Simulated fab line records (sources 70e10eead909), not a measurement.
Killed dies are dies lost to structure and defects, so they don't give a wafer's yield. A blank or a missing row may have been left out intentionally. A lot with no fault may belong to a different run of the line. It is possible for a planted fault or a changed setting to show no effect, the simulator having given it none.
Which of the tools did it? :: flow nandHarc :: 72 wafers from 24 lots sampled at 6 of the route's 1159 steps

WHAT THE GAUGES READ, wafer by wafer
NHARC_A_STAIRCASE_INSPECT_155. Usual: 317 for rawDefectCount, sd 97.
lot: L074
measured: day 13 16:01
on: defectInspect-01
rawDefectCount: 313 328 381
flag: 

lot: L077
measured: day 14 07:07
on: defectInspect-01
rawDefectCount: 319 148 285
flag: 

lot: L075
measured: day 14 08:41
on: defectInspect-02
rawDefectCount: 276 192 244
flag: 

lot: L076
measured: day 14 07:17
on: defectInspect-01
rawDefectCount: 166 249 271
flag: 

lot: L078
measured: day 14 09:10
on: defectInspect-01
rawDefectCount: 420 312 315
flag: 

lot: L079
measured: day 14 21:07
on: defectInspect-02
rawDefectCount: 327 449 237
flag: 

lot: L080
measured: day 14 20:50
on: defectInspect-01
rawDefectCount: 239 330 262
flag: 

lot: L082
measured: day 15 12:44
on: defectInspect-02
rawDefectCount: 238 351 394
flag: 

lot: L081
measured: day 15 12:24
on: defectInspect-01
rawDefectCount: 391 347 319
flag: 

lot: L084
measured: day 16 03:59
on: defectInspect-01
rawDefectCount: 295 202 311
flag: 

lot: L083
measured: day 16 06:18
on: defectInspect-01
rawDefectCount: 479 393 505
flag: 

lot: L087
measured: day 17 00:01
on: defectInspect-01
rawDefectCount: 224 187 203
flag: 

lot: L086
measured: day 16 23:58
on: defectInspect-01
rawDefectCount: 497 280 319
flag: 

lot: L088
measured: day 17 08:26
on: defectInspect-01
rawDefectCount: 287 381 503
flag: 

lot: L085
measured: day 17 08:52
on: defectInspect-01
rawDefectCount: 331 233 364
flag: 

lot: L089
measured: day 17 08:46
on: defectInspect-02
rawDefectCount: 215 214 348
flag: 

lot: L090
measured: day 17 20:12
on: defectInspect-01
rawDefectCount: 231 255 279
flag: 

lot: L091
measured: day 17 20:22
on: defectInspect-02
rawDefectCount: 264 344 432
flag: 

lot: L092
measured: day 17 19:55
on: defectInspect-02
rawDefectCount: 424 339 540
flag: 

lot: L093
measured: day 18 07:49
on: defectInspect-01
rawDefectCount: 532 443 316
flag: 

lot: L094
measured: day 18 21:32
on: defectInspect-02
rawDefectCount: 208 325 247
flag: 

lot: L095
measured: day 18 21:48
on: defectInspect-02
rawDefectCount: 289 177 313
flag: 

lot: L097
measured: day 19 10:34
on: defectInspect-01
rawDefectCount: 579 319 565
flag: 

lot: L096
measured: day 19 18:55
on: defectInspect-02
rawDefectCount: 504 349 331
flag: 

NHARC_A_SLIT_CD_MEAS_09 targets a cd of 300 nm. Usual: 300.2 nm for cdNm, sd 0.48.
lot: L074
measured: day 14 03:58
on: cdSem-02
cdNm (nm): 300.3 300.2 300.0
flag: 

lot: L077
measured: day 14 17:20
on: cdSem-03
cdNm (nm): 300.8 301.1 301.0
flag: 

lot: L075
measured: day 14 19:02
on: cdSem-01
cdNm (nm): 299.7 299.7 300.3
flag: 

lot: L076
measured: day 14 17:22
on: cdSem-01
cdNm (nm): 300.1 300.6 300.0
flag: 

lot: L078
measured: day 14 19:17
on: cdSem-01
cdNm (nm): 299.6 300.7 299.3
flag: 

lot: L079
measured: day 15 07:34
on: cdSem-02
cdNm (nm): 300.4 300.7 300.6
flag: 

lot: L080
measured: day 15 08:08
on: cdSem-01
cdNm (nm): 300.2 300.1 300.0
flag: 

lot: L082
measured: day 16 01:28
on: cdSem-03
cdNm (nm): 300.8 300.2 300.6
flag: 

lot: L081
measured: day 16 01:14
on: cdSem-03
cdNm (nm): 300.3 300.4 300.8
flag: 

lot: L084
measured: day 16 14:41
on: cdSem-03
cdNm (nm): 300.3 300.3 300.1
flag: 

lot: L083
measured: day 16 14:58
on: cdSem-02
cdNm (nm): 300.9 300.6 300.9
flag: 

lot: L087
measured: day 17 10:59
on: cdSem-01
cdNm (nm): 299.4 299.9 300.0
flag: 

lot: L086
measured: day 17 10:49
on: cdSem-03
cdNm (nm): 299.3 299.5 299.6
flag: 

lot: L088
measured: day 18 01:25
on: cdSem-03
cdNm (nm): 300.2 300.8 300.5
flag: 

lot: L085
measured: day 17 23:34
on: cdSem-01
cdNm (nm): 300.0 300.2 300.3
flag: 

lot: L089
measured: day 17 23:47
on: cdSem-03
cdNm (nm): 299.6 299.9 300.1
flag: 

lot: L090
measured: day 18 09:05
on: cdSem-03
cdNm (nm): 300.0 300.2 299.9
flag: 

lot: L091
measured: day 18 08:08
on: cdSem-03
cdNm (nm): 300.5 301.4 300.6
flag: 

lot: L092
measured: day 18 10:14
on: cdSem-03
cdNm (nm): 299.6 299.9 299.7
flag: 

lot: L093
measured: day 18 20:11
on: cdSem-03
cdNm (nm): 300.6 300.4 299.9
flag: 

lot: L094
measured: day 19 08:37
on: cdSem-03
cdNm (nm): 300.9 300.8 300.6
flag: 

lot: L095
measured: day 19 08:22
on: cdSem-03
cdNm (nm): 300.3 299.9 299.9
flag: 

lot: L097
measured: day 19 22:20
on: cdSem-03
cdNm (nm): 299.7 300.1 299.9
flag: 

lot: L096
measured: day 20 08:29
on: cdSem-01
cdNm (nm): 300.1 300.0 300.3
flag: 

NHARC_A_SLIT_INSPECT_11. Usual: 20 for rawDefectCount, sd 11.
lot: L074
measured: day 14 04:05
on: defectInspect-01
rawDefectCount: 11 9 9
flag: 

lot: L077
measured: day 14 17:28
on: defectInspect-02
rawDefectCount: 14 12 15
flag: 

lot: L075
measured: day 14 19:09
on: defectInspect-01
rawDefectCount: 25 34 27
flag: 

lot: L076
measured: day 14 17:29
on: defectInspect-02
rawDefectCount: 8 12 15
flag: 

lot: L078
measured: day 14 19:24
on: defectInspect-02
rawDefectCount: 4 6 13
flag: 

lot: L079
measured: day 15 07:41
on: defectInspect-01
rawDefectCount: 22 29 30
flag: 

lot: L080
measured: day 15 08:16
on: defectInspect-01
rawDefectCount: 15 7 15
flag: 

lot: L082
measured: day 16 01:35
on: defectInspect-02
rawDefectCount: 33 22 35
flag: 

lot: L081
measured: day 16 01:22
on: defectInspect-01
rawDefectCount: 16 13 15
flag: 

lot: L084
measured: day 16 14:49
on: defectInspect-02
rawDefectCount: 29 32 35
flag: 

lot: L083
measured: day 16 15:05
on: defectInspect-02
rawDefectCount: 10 9 11
flag: 

lot: L087
measured: day 17 11:07
on: defectInspect-02
rawDefectCount: 9 15 10
flag: 

lot: L086
measured: day 17 10:56
on: defectInspect-01
rawDefectCount: 37 44 41
flag: 

lot: L088
measured: day 18 01:32
on: defectInspect-01
rawDefectCount: 19 34 44
flag: 

lot: L085
measured: day 17 23:41
on: defectInspect-01
rawDefectCount: 19 19 29
flag: 

lot: L089
measured: day 17 23:55
on: defectInspect-01
rawDefectCount: 9 18 10
flag: 

lot: L090
measured: day 18 09:13
on: defectInspect-01
rawDefectCount: 8 15 12
flag: 

lot: L091
measured: day 18 08:16
on: defectInspect-01
rawDefectCount: 20 27 35
flag: 

lot: L092
measured: day 18 10:23
on: defectInspect-01
rawDefectCount: 15 15 10
flag: 

lot: L093
measured: day 18 20:20
on: defectInspect-01
rawDefectCount: 38 48 44
flag: 

lot: L094
measured: day 19 08:44
on: defectInspect-02
rawDefectCount: 16 20 12
flag: 

lot: L095
measured: day 19 08:29
on: defectInspect-02
rawDefectCount: 32 31 41
flag: 

lot: L097
measured: day 19 22:28
on: defectInspect-01
rawDefectCount: 10 16 10
flag: 

lot: L096
measured: day 20 08:36
on: defectInspect-02
rawDefectCount: 13 15 23
flag: 

WHICH TOOL RAN EACH LOT (tool, then ch and the chambers of the sampled wafers, then the start)
lot: L074
NHARC_A_STAIRCASE_ETCH_315: rieDiel-04 ch 1,2, day 12 01:40 or earlier
NHARC_A_STAIRCASE_ALD_420: aldHk-03 ch 0,2, day 12 01:40
NHARC_A_STAIRCASE_STRIP_446: plasmaAsher-01 ch 1, day 13 13:23

lot: L077
NHARC_A_STAIRCASE_ETCH_315: rieDiel-04 ch 1,2, day 12 15:11 or earlier
NHARC_A_STAIRCASE_ALD_420: aldHk-02 ch 1,2, day 12 15:11
NHARC_A_STAIRCASE_STRIP_446: plasmaAsher-02 ch 0,1, day 14 04:31

lot: L075
NHARC_A_STAIRCASE_ETCH_315: rieDiel-04 ch 0,1, day 12 20:18 or earlier
NHARC_A_STAIRCASE_ALD_420: aldHk-03 ch 0,2, day 12 20:18
NHARC_A_STAIRCASE_STRIP_446: plasmaAsher-02 ch 0,1, day 14 06:04

lot: L076
NHARC_A_STAIRCASE_ETCH_315: rieDiel-01 ch 0,3, day 12 20:18 or earlier
NHARC_A_STAIRCASE_ALD_420: aldHk-01 ch 1,3, day 12 20:18
NHARC_A_STAIRCASE_STRIP_446: plasmaAsher-01 ch 0,1, day 14 04:36

lot: L078
NHARC_A_STAIRCASE_ETCH_315: rieDiel-08 ch 1,2,3, day 12 23:05 or earlier
NHARC_A_STAIRCASE_ALD_420: aldHk-03 ch 0,1,3, day 12 23:05
NHARC_A_STAIRCASE_STRIP_446: plasmaAsher-01 ch 0,1, day 14 06:35

lot: L079
NHARC_A_STAIRCASE_ETCH_315: rieDiel-08 ch 0,2, day 13 06:52 or earlier
NHARC_A_STAIRCASE_ALD_420: aldHk-02 ch 0,2,3, day 13 06:52
NHARC_A_STAIRCASE_STRIP_446: plasmaAsher-02 ch 0,1, day 14 18:32

lot: L080
NHARC_A_STAIRCASE_ETCH_315: rieDiel-01 ch 0,2,3, day 13 06:52 or earlier
NHARC_A_STAIRCASE_ALD_420: aldHk-03 ch 0,1,2, day 13 06:52
NHARC_A_STAIRCASE_STRIP_446: plasmaAsher-02 ch 0,1, day 14 18:12

lot: L082
NHARC_A_STAIRCASE_ETCH_315: rieDiel-01 ch 2,3, day 13 21:05 or earlier
NHARC_A_STAIRCASE_ALD_420: aldHk-03 ch 0,2, day 13 21:05
NHARC_A_STAIRCASE_STRIP_446: plasmaAsher-01 ch 1, day 15 10:05

lot: L081
NHARC_A_STAIRCASE_ETCH_315: rieDiel-01 ch 0,1,2, day 14 01:35 or earlier
NHARC_A_STAIRCASE_ALD_420: aldHk-03 ch 0,2,3, day 14 01:35
NHARC_A_STAIRCASE_STRIP_446: plasmaAsher-01 ch 0,1, day 15 09:48

lot: L084
NHARC_A_STAIRCASE_ETCH_315: rieDiel-08 ch 0,2, day 14 09:32 or earlier
NHARC_A_STAIRCASE_ALD_420: aldHk-03 ch 1,2,3, day 14 09:32
NHARC_A_STAIRCASE_STRIP_446: plasmaAsher-01 ch 1, day 16 01:19

lot: L083
NHARC_A_STAIRCASE_ETCH_315: rieDiel-08 ch 0,2, day 14 17:03 or earlier
NHARC_A_STAIRCASE_ALD_420: aldHk-01 ch 0,1,3, day 14 17:03
NHARC_A_STAIRCASE_STRIP_446: plasmaAsher-01 ch 0,1, day 16 03:42

lot: L087
NHARC_A_STAIRCASE_ETCH_315: rieDiel-08 ch 0,2, day 15 11:43 or earlier
NHARC_A_STAIRCASE_ALD_420: aldHk-01 ch 0,1,2, day 15 11:43
NHARC_A_STAIRCASE_STRIP_446: plasmaAsher-02 ch 1, day 16 21:08

lot: L086
NHARC_A_STAIRCASE_ETCH_315: rieDiel-08 ch 0,2,3, day 15 11:25 or earlier
NHARC_A_STAIRCASE_ALD_420: aldHk-02 ch 0,1,2, day 15 11:25
NHARC_A_STAIRCASE_STRIP_446: plasmaAsher-01 ch 0,1, day 16 21:14

lot: L088
NHARC_A_STAIRCASE_ETCH_315: rieDiel-04 ch 0,1, day 15 15:40 or earlier
NHARC_A_STAIRCASE_ALD_420: aldHk-02 ch 0,1,2, day 15 15:40
NHARC_A_STAIRCASE_STRIP_446: plasmaAsher-02 ch 0,1, day 17 05:52

lot: L085
NHARC_A_STAIRCASE_ETCH_315: rieDiel-08 ch 0,1,3, day 15 16:00 or earlier
NHARC_A_STAIRCASE_ALD_420: aldHk-01 ch 1,2,3, day 15 16:00
NHARC_A_STAIRCASE_STRIP_446: plasmaAsher-01 ch 1, day 17 06:14

lot: L089
NHARC_A_STAIRCASE_ETCH_315: rieDiel-08 ch 0,3, day 15 18:20 or earlier
NHARC_A_STAIRCASE_ALD_420: aldHk-02 ch 0,1, day 15 18:20
NHARC_A_STAIRCASE_STRIP_446: plasmaAsher-02 ch 1, day 17 06:05

lot: L090
NHARC_A_STAIRCASE_ETCH_315: rieDiel-01 ch 0,1,2, day 16 04:16 or earlier
NHARC_A_STAIRCASE_ALD_420: aldHk-02 ch 1,2,3, day 16 04:16
NHARC_A_STAIRCASE_STRIP_446: plasmaAsher-01 ch 0,1, day 17 17:29

lot: L091
NHARC_A_STAIRCASE_ETCH_315: rieDiel-01 ch 0,1,2, day 16 08:18 or earlier
NHARC_A_STAIRCASE_ALD_420: aldHk-03 ch 0,3, day 16 08:18
NHARC_A_STAIRCASE_STRIP_446: plasmaAsher-02 ch 0,1, day 17 17:35

lot: L092
NHARC_A_STAIRCASE_ETCH_315: rieDiel-01 ch 1,3, day 16 09:34 or earlier
NHARC_A_STAIRCASE_ALD_420: aldHk-03 ch 0,1,3, day 16 09:34
NHARC_A_STAIRCASE_STRIP_446: plasmaAsher-02 ch 0,1, day 17 17:16

lot: L093
NHARC_A_STAIRCASE_ETCH_315: rieDiel-08 ch 0,2,3, day 16 19:47 or earlier
NHARC_A_STAIRCASE_ALD_420: aldHk-03 ch 0,1,3, day 16 19:47
NHARC_A_STAIRCASE_STRIP_446: plasmaAsher-02 ch 0,1, day 18 05:11

lot: L094
NHARC_A_STAIRCASE_ETCH_315: rieDiel-08 ch 0,2,3, day 17 04:31 or earlier
NHARC_A_STAIRCASE_ALD_420: aldHk-01 ch 0,3, day 17 04:31
NHARC_A_STAIRCASE_STRIP_446: plasmaAsher-01 ch 0,1, day 18 18:59

lot: L095
NHARC_A_STAIRCASE_ETCH_315: rieDiel-04 ch 0,1,3, day 17 04:30 or earlier
NHARC_A_STAIRCASE_ALD_420: aldHk-02 ch 1,2, day 17 04:30
NHARC_A_STAIRCASE_STRIP_446: plasmaAsher-01 ch 0,1, day 18 19:11

lot: L097
NHARC_A_STAIRCASE_ETCH_315: rieDiel-01 ch 0,2, day 17 18:22 or earlier
NHARC_A_STAIRCASE_ALD_420: aldHk-01 ch 0,2,3, day 17 18:22
NHARC_A_STAIRCASE_STRIP_446: plasmaAsher-02 ch 0,1, day 19 08:00

lot: L096
NHARC_A_STAIRCASE_ETCH_315: rieDiel-08 ch 0,1, day 18 02:37 or earlier
NHARC_A_STAIRCASE_ALD_420: aldHk-02 ch 0,1,2, day 18 02:37
NHARC_A_STAIRCASE_STRIP_446: plasmaAsher-01 ch 0,1, day 19 16:07
- NHARC_A_STAIRCASE_ETCH_315: etches the open film in C4F8/O2/Ar, target depth 2500 nm, time 607.1 s.
- NHARC_A_STAIRCASE_ALD_420: deposits SiO2, target thk 20 nm, pulse time 6 s, ald cycles 200.
- NHARC_A_STAIRCASE_STRIP_446: strips in O2.

AS READ BY THE TOOLS THEMSELVES (means over the sampled wafers that have a number; for cases with no such wafer, the mark the record gives instead)
NHARC_A_STAIRCASE_ETCH_315. Usual: biasW 3000 W, standard deviation 9.5; oesProductAu 0.929 a.u., standard deviation 0.0081; rfVppV 1825 V, standard deviation 12.
lot: L074
tool: rieDiel-04
biasW (W): 2998
oesProductAu (a.u.): 0.928
rfVppV (V): 1825
flag: 

lot: L077
tool: rieDiel-04
biasW (W): 2999
oesProductAu (a.u.): 0.915
rfVppV (V): 1825
flag: 

lot: L075
tool: rieDiel-04
biasW (W): 2997
oesProductAu (a.u.): 0.932
rfVppV (V): 1831
flag: 

lot: L076
tool: rieDiel-01
biasW (W): 2993
oesProductAu (a.u.): 0.929
rfVppV (V): 1837
flag: 

lot: L078
tool: rieDiel-08
biasW (W): 3001
oesProductAu (a.u.): 0.923
rfVppV (V): 1824
flag: 

lot: L079
tool: rieDiel-08
biasW (W): 2997
oesProductAu (a.u.): 0.927
rfVppV (V): 1833
flag: 

lot: L080
tool: rieDiel-01
biasW (W): 2996
oesProductAu (a.u.): 0.930
rfVppV (V): 1836
flag: 

lot: L082
tool: rieDiel-01
biasW (W): 2998
oesProductAu (a.u.): 0.931
rfVppV (V): 1833
flag: 

lot: L081
tool: rieDiel-01
biasW (W): 3006
oesProductAu (a.u.): 0.929
rfVppV (V): 1827
flag: 

lot: L084
tool: rieDiel-08
biasW (W): 2996
oesProductAu (a.u.): 0.932
rfVppV (V): 1822
flag: 

lot: L083
tool: rieDiel-08
biasW (W): 3000
oesProductAu (a.u.): 0.931
rfVppV (V): 1833
flag: 

lot: L087
tool: rieDiel-08
biasW (W): 3000
oesProductAu (a.u.): 0.927
rfVppV (V): 1820
flag: 

lot: L086
tool: rieDiel-08
biasW (W): 2999
oesProductAu (a.u.): 0.930
rfVppV (V): 1820
flag: 

lot: L088
tool: rieDiel-04
biasW (W): 3009
oesProductAu (a.u.): 0.944
rfVppV (V): 1830
flag: 

lot: L085
tool: rieDiel-08
biasW (W): 2990
oesProductAu (a.u.): 0.929
rfVppV (V): 1811
flag: 

lot: L089
tool: rieDiel-08
biasW (W): 2994
oesProductAu (a.u.): 0.928
rfVppV (V): 1809
flag: 

lot: L090
tool: rieDiel-01
biasW (W): 3013
oesProductAu (a.u.): 0.930
rfVppV (V): 1826
flag: 

lot: L091
tool: rieDiel-01
biasW (W): 3003
oesProductAu (a.u.): 0.926
rfVppV (V): 1826
flag: 

lot: L092
tool: rieDiel-01
biasW (W): 3003
oesProductAu (a.u.): 0.925
rfVppV (V): 1828
flag: 

lot: L093
tool: rieDiel-08
biasW (W): 3000
oesProductAu (a.u.): 0.937
rfVppV (V): 1820
flag: 

lot: L094
tool: rieDiel-08
biasW (W): 2999
oesProductAu (a.u.): 0.928
rfVppV (V): 1821
flag: 

lot: L095
tool: rieDiel-04
biasW (W): 3007
oesProductAu (a.u.): 0.937
rfVppV (V): 1823
flag: 

lot: L097
tool: rieDiel-01
biasW (W): 2998
oesProductAu (a.u.): 0.926
rfVppV (V): 1834
flag: 

lot: L096
tool: rieDiel-08
biasW (W): 3008
oesProductAu (a.u.): 0.925
rfVppV (V): 1815
flag: 

NHARC_A_STAIRCASE_ALD_420. Usual: heaterPowerW 481 W, standard deviation 56; precursorPulseHeightRel 0.997, standard deviation 0.023.
lot: L074
tool: aldHk-03
heaterPowerW (W): 488
precursorPulseHeightRel: 1.011
flag: 

lot: L077
tool: aldHk-02
heaterPowerW (W): 419
precursorPulseHeightRel: 1.003
flag: 

lot: L075
tool: aldHk-03
heaterPowerW (W): 452
precursorPulseHeightRel: 1.006
flag: 

lot: L076
tool: aldHk-01
heaterPowerW (W): 436
precursorPulseHeightRel: 0.994
flag: 

lot: L078
tool: aldHk-03
heaterPowerW (W): 549
precursorPulseHeightRel: 1.000
flag: 

lot: L079
tool: aldHk-02
heaterPowerW (W): 466
precursorPulseHeightRel: 0.991
flag: 

lot: L080
tool: aldHk-03
heaterPowerW (W): 502
precursorPulseHeightRel: 1.012
flag: 

lot: L082
tool: aldHk-03
heaterPowerW (W): 486
precursorPulseHeightRel: 1.005
flag: 

lot: L081
tool: aldHk-03
heaterPowerW (W): 506
precursorPulseHeightRel: 0.976
flag: 

lot: L084
tool: aldHk-03
heaterPowerW (W): 509
precursorPulseHeightRel: 0.977
flag: 

lot: L083
tool: aldHk-01
heaterPowerW (W): 440
precursorPulseHeightRel: 0.972
flag: 

lot: L087
tool: aldHk-01
heaterPowerW (W): 471
precursorPulseHeightRel: 1.011
flag: 

lot: L086
tool: aldHk-02
heaterPowerW (W): 437
precursorPulseHeightRel: 0.973
flag: 

lot: L088
tool: aldHk-02
heaterPowerW (W): 436
precursorPulseHeightRel: 0.970
flag: 

lot: L085
tool: aldHk-01
heaterPowerW (W): 468
precursorPulseHeightRel: 0.986
flag: 

lot: L089
tool: aldHk-02
heaterPowerW (W): 419
precursorPulseHeightRel: 0.993
flag: 

lot: L090
tool: aldHk-02
heaterPowerW (W): 450
precursorPulseHeightRel: 1.010
flag: 

lot: L091
tool: aldHk-03
heaterPowerW (W): 505
precursorPulseHeightRel: 0.986
flag: 

lot: L092
tool: aldHk-03
heaterPowerW (W): 532
precursorPulseHeightRel: 1.016
flag: 

lot: L093
tool: aldHk-03
heaterPowerW (W): 529
precursorPulseHeightRel: 1.005
flag: 

lot: L094
tool: aldHk-01
heaterPowerW (W): 469
precursorPulseHeightRel: 1.000
flag: 

lot: L095
tool: aldHk-02
heaterPowerW (W): 416
precursorPulseHeightRel: 0.975
flag: 

lot: L097
tool: aldHk-01
heaterPowerW (W): 496
precursorPulseHeightRel: 0.988
flag: 

lot: L096
tool: aldHk-02
heaterPowerW (W): 434
precursorPulseHeightRel: 1.021
flag: 

NHARC_A_STAIRCASE_STRIP_446. Usual: drypumpMotorCurrentA 5.9 A, standard deviation 0.48; heaterPowerW 339 W, standard deviation 22.
lot: L074
tool: plasmaAsher-01
drypumpMotorCurrentA (A): 5.8
heaterPowerW (W): 325
flag: 

lot: L077
tool: plasmaAsher-02
drypumpMotorCurrentA (A): 5.7
heaterPowerW (W): 351
flag: 

lot: L075
tool: plasmaAsher-02
drypumpMotorCurrentA (A): 5.5
heaterPowerW (W): 367
flag: 

lot: L076
tool: plasmaAsher-01
drypumpMotorCurrentA (A): 6.3
heaterPowerW (W): 328
flag: 

lot: L078
tool: plasmaAsher-01
drypumpMotorCurrentA (A): 6.0
heaterPowerW (W): 323
flag: 

lot: L079
tool: plasmaAsher-02
drypumpMotorCurrentA (A): 5.6
heaterPowerW (W): 352
flag: 

lot: L080
tool: plasmaAsher-02
drypumpMotorCurrentA (A): 5.5
heaterPowerW (W): 363
flag: 

lot: L082
tool: plasmaAsher-01
drypumpMotorCurrentA (A): 5.8
heaterPowerW (W): 325
flag: 

lot: L081
tool: plasmaAsher-01
drypumpMotorCurrentA (A): 6.3
heaterPowerW (W): 322
flag: 

lot: L084
tool: plasmaAsher-01
drypumpMotorCurrentA (A): 5.7
heaterPowerW (W): 330
flag: 

lot: L083
tool: plasmaAsher-01
drypumpMotorCurrentA (A): 6.3
heaterPowerW (W): 318
flag: 

lot: L087
tool: plasmaAsher-02
drypumpMotorCurrentA (A): 5.3
heaterPowerW (W): 376
flag: 

lot: L086
tool: plasmaAsher-01
drypumpMotorCurrentA (A): 6.4
heaterPowerW (W): 324
flag: 

lot: L088
tool: plasmaAsher-02
drypumpMotorCurrentA (A): 5.6
heaterPowerW (W): 350
flag: 

lot: L085
tool: plasmaAsher-01
drypumpMotorCurrentA (A): 5.7
heaterPowerW (W): 327
flag: 

lot: L089
tool: plasmaAsher-02
drypumpMotorCurrentA (A): 5.3
heaterPowerW (W): 370
flag: 

lot: L090
tool: plasmaAsher-01
drypumpMotorCurrentA (A): 6.0
heaterPowerW (W): 321
flag: 

lot: L091
tool: plasmaAsher-02
drypumpMotorCurrentA (A): 5.6
heaterPowerW (W): 355
flag: 

lot: L092
tool: plasmaAsher-02
drypumpMotorCurrentA (A): 5.6
heaterPowerW (W): 347
flag: 

lot: L093
tool: plasmaAsher-02
drypumpMotorCurrentA (A): 5.6
heaterPowerW (W): 355
flag: 

lot: L094
tool: plasmaAsher-01
drypumpMotorCurrentA (A): 6.0
heaterPowerW (W): 324
flag: 

lot: L095
tool: plasmaAsher-01
drypumpMotorCurrentA (A): 6.3
heaterPowerW (W): 319
flag: 

lot: L097
tool: plasmaAsher-02
drypumpMotorCurrentA (A): 5.5
heaterPowerW (W): 363
flag: 

lot: L096
tool: plasmaAsher-01
drypumpMotorCurrentA (A): 6.3
heaterPowerW (W): 322
flag: 

THE ANSWER, worked out from the rows above alone
Rule: take the mean of a lot's wafers that have a number; if it is more than 3 standard deviations from the usual mean, the lot is off. Also off: a lot with no number at a reading for which 4 or more lots have one. The other lots that the step has rows for count as sound. Order of review: gauges by route order, followed by the tools' own readings, for which a lot's mean as printed above is used. At the first step where some lot is off, the reading lying furthest off is the one used; lots without a number count as furthest.
No lot is off on any of the readings shown, so nothing can be concluded from this.

WHAT HAD BEEN PUT IN BY THE SIMULATOR
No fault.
